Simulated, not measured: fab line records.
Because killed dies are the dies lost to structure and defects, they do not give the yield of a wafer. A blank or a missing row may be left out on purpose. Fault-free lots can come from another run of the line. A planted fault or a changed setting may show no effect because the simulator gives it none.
Split-lot trial / flow n5Finfet / 21 wafers read across 7 lots, on a route 1938 steps long

ON THE SPLIT
At N5_FIN_SAQP_PECVD_06 (deposits a-Si from SiH4/He, target thk 60 nm, time 48.1 s), the setting timeS was moved away from the recipe's 48.1 s on 6 of the 21 wafers read, by -11.9% to +8.4%. For the rest of the wafers, this setting stayed at what the recipe calls for.

FROM THE SPLIT TO THE READING: what the file shows between them, 11 steps
- N5_FIN_SAQP_THK_MEAS_07
- N5_FIN_SAQP_PEB_14: peb time 60 s (also split here: pebTimeS)
- N5_FIN_SAQP_DEVELOP_15: develop time 30 s
- N5_FIN_SAQP_CD_MEAS_16: target cd 35.6 nm
- N5_FIN_SAQP_HM_OPEN_73: chemistry CHF3/O2, target SiO2, stops on a-Si, target depth 12 nm, time 16.8 s
- N5_FIN_SAQP_STRIP_74: strips in CHF3/O2
- N5_FIN_SAQP_MANDREL_ETCH_22: etches a-Si in HBr/Cl2, stops on SiNx, target depth 60 nm, bt time 10 s, time 30 s
- N5_FIN_SAQP_STRIP_55: strips in N2/H2
- N5_FIN_SAQP_STRIP_23: strips in SPM, time 750 s
- N5_FIN_SAQP_RECESS_75: chemistry HF/NH3, target SiO2, target depth 14.4 nm, afs cycles 3, sublimation time 60 s
- N5_FIN_SAQP_SPACER1_ALD_24: deposits SiO2, target thk 20.3 nm, pulse time 1 s, purge time 2 s

THE READING
a-Si_of_FIN_SAQP_PECVD_06.thkNm (the simulator's own value, which no gauge read), in nm, at N5_FIN_SAQP_SPACER1_ETCHBACK_25 (etches SiO2 in CHF3/O2, target depth 24.4 nm, time 12.2 s). The file does not state a usual value for it. Average 59.2 nm, standard deviation 0.98 nm, over the 15 wafers here run with the recipe.

wafer=L078.1; tool, chamber at the split=pecvd-04, 1; timeS as run, s=48.1; against the recipe=recipe; a-Si_of_FIN_SAQP_PECVD_06.thkNm, nm=58.2; against lot-mates on the recipe=-
wafer=L078.3; tool, chamber at the split=pecvd-04, 2; timeS as run, s=48.1; against the recipe=recipe; a-Si_of_FIN_SAQP_PECVD_06.thkNm, nm=59.2; against lot-mates on the recipe=-
wafer=L078.5; tool, chamber at the split=pecvd-04, 0; timeS as run, s=48.1; against the recipe=recipe; a-Si_of_FIN_SAQP_PECVD_06.thkNm, nm=60.6; against lot-mates on the recipe=-
wafer=L079.2; tool, chamber at the split=pecvd-03, 0; timeS as run, s=48.1; against the recipe=recipe; a-Si_of_FIN_SAQP_PECVD_06.thkNm, nm=58.4; against lot-mates on the recipe=-
wafer=L079.5; tool, chamber at the split=pecvd-03, 1; timeS as run, s=42.38; against the recipe=-11.9%; a-Si_of_FIN_SAQP_PECVD_06.thkNm, nm=51.8; against lot-mates on the recipe=-6.6
wafer=L079.6; tool, chamber at the split=pecvd-03, 2; timeS as run, s=42.38; against the recipe=-11.9%; a-Si_of_FIN_SAQP_PECVD_06.thkNm, nm=52.4; against lot-mates on the recipe=-6.0
wafer=L081.3; tool, chamber at the split=pecvd-04, 1; timeS as run, s=48.1; against the recipe=recipe; a-Si_of_FIN_SAQP_PECVD_06.thkNm, nm=59; against lot-mates on the recipe=-
wafer=L081.4; tool, chamber at the split=pecvd-04, 1; timeS as run, s=52.14; against the recipe=+8.4%; a-Si_of_FIN_SAQP_PECVD_06.thkNm, nm=65.2; against lot-mates on the recipe=+5.0
wafer=L081.6; tool, chamber at the split=pecvd-04, 2; timeS as run, s=48.1; against the recipe=recipe; a-Si_of_FIN_SAQP_PECVD_06.thkNm, nm=61.4; against lot-mates on the recipe=-
wafer=L083.1; tool, chamber at the split=pecvd-04, 0; timeS as run, s=48.1; against the recipe=recipe; a-Si_of_FIN_SAQP_PECVD_06.thkNm, nm=59.2; against lot-mates on the recipe=-
wafer=L083.2; tool, chamber at the split=pecvd-04, 1; timeS as run, s=48.1; against the recipe=recipe; a-Si_of_FIN_SAQP_PECVD_06.thkNm, nm=59.2; against lot-mates on the recipe=-
wafer=L083.4; tool, chamber at the split=pecvd-04, 1; timeS as run, s=48.1; against the recipe=recipe; a-Si_of_FIN_SAQP_PECVD_06.thkNm, nm=60.2; against lot-mates on the recipe=-
wafer=L086.2; tool, chamber at the split=pecvd-04, 1; timeS as run, s=48.1; against the recipe=recipe; a-Si_of_FIN_SAQP_PECVD_06.thkNm, nm=58; against lot-mates on the recipe=-
wafer=L086.4; tool, chamber at the split=pecvd-04, 2; timeS as run, s=51.37; against the recipe=+6.8%; a-Si_of_FIN_SAQP_PECVD_06.thkNm, nm=63.6; against lot-mates on the recipe=+5.0
wafer=L086.6; tool, chamber at the split=pecvd-04, 1; timeS as run, s=48.1; against the recipe=recipe; a-Si_of_FIN_SAQP_PECVD_06.thkNm, nm=59.2; against lot-mates on the recipe=-
wafer=L089.2; tool, chamber at the split=pecvd-04, 1; timeS as run, s=48.1; against the recipe=recipe; a-Si_of_FIN_SAQP_PECVD_06.thkNm, nm=57.6; against lot-mates on the recipe=-
wafer=L089.4; tool, chamber at the split=pecvd-04, 1; timeS as run, s=48.1; against the recipe=recipe; a-Si_of_FIN_SAQP_PECVD_06.thkNm, nm=59.2; against lot-mates on the recipe=-
wafer=L089.5; tool, chamber at the split=pecvd-04, 2; timeS as run, s=48.1; against the recipe=recipe; a-Si_of_FIN_SAQP_PECVD_06.thkNm, nm=60; against lot-mates on the recipe=-
wafer=L091.1; tool, chamber at the split=pecvd-01, 0; timeS as run, s=46.2; against the recipe=-4.0%; a-Si_of_FIN_SAQP_PECVD_06.thkNm, nm=56; against lot-mates on the recipe=-2.8
wafer=L091.2; tool, chamber at the split=pecvd-01, 2; timeS as run, s=46.2; against the recipe=-4.0%; a-Si_of_FIN_SAQP_PECVD_06.thkNm, nm=55; against lot-mates on the recipe=-3.8
wafer=L091.4; tool, chamber at the split=pecvd-01, 0; timeS as run, s=48.1; against the recipe=recipe; a-Si_of_FIN_SAQP_PECVD_06.thkNm, nm=58.8; against lot-mates on the recipe=-

THE FIT
A straight line over all 21 wafers: a-Si_of_FIN_SAQP_PECVD_06.thkNm changes by +0.646 nm for each +1% of timeS; r = +0.95; the points scatter about the line by 0.99 nm.
The same after taking each lot's own level away (the mean of its wafers on the recipe; 21 wafers): +0.586 nm for each +1%; r = +0.95; scatter 0.88 nm.
Per that fit: largest timeS move, reading shift of 7 nm.
The span of the lots' own levels, 58.40 to 60.20 nm, comes to 1.8 times the standard deviation stated above.
So the lot-to-lot level changes the slope: the two fits differ.
Check: for one of the wafers moved furthest among these (-11.9%), held out of the fit, the line's prediction against its lot-mates is -7.12 nm. Against them it came out at -6.6 nm.

OTHER SPLITS ON THESE WAFERS
Other splits were also applied to these wafers ahead of the reading. Each is held against what the fit with the lots' levels taken away leaves over:
other split on the same wafers=N5_WELL_APT_COAT_02 spinRpm; wafers away from the commonest value=3; r with a-Si_of_FIN_SAQP_PECVD_06.thkNm (lot level and that fit taken away)=+0.17
other split on the same wafers=N5_FIN_SAQP_PEB_14 pebTimeS; wafers away from the commonest value=4; r with a-Si_of_FIN_SAQP_PECVD_06.thkNm (lot level and that fit taken away)=+0.03

THE WHOLE CHAIN: every reading that the file lists as answering this split, in the file's order
step=N5_FIN_SAQP_PECVD_06; what it does=deposits a-Si from SiH4/He, target thk 60 nm, time 48.1 s; reading=a-Si_of_FIN_SAQP_PECVD_06.thkNm (the simulator's own value, which no gauge read); change (the file's fit)=+0.612 nm for each +1% of the setting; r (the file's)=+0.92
step=N5_FIN_SAQP_THK_MEAS_07; what it does=; reading=thkNm; change (the file's fit)=withheld for each +1% of the setting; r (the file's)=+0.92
step=N5_FIN_SAQP_MANDREL_ETCH_22; what it does=etches a-Si in HBr/Cl2, stops on SiNx, target depth 60 nm, bt time 10 s, time 30 s; reading=etch.depthNm (the simulator's own value, which no gauge read); change (the file's fit)=+0.607 nm for each +1% of the setting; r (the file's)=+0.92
step=N5_FIN_SAQP_SPACER1_ETCHBACK_25; what it does=etches SiO2 in CHF3/O2, target depth 24.4 nm, time 12.2 s; reading=a-Si_of_FIN_SAQP_PECVD_06.thkNm (the simulator's own value, which no gauge read); change (the file's fit)=+0.599 nm for each +1% of the setting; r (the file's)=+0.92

THE FILE'S OWN FIT
a-Si_of_FIN_SAQP_PECVD_06.thkNm changes by +0.599 nm for each +1% of timeS, r = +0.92.
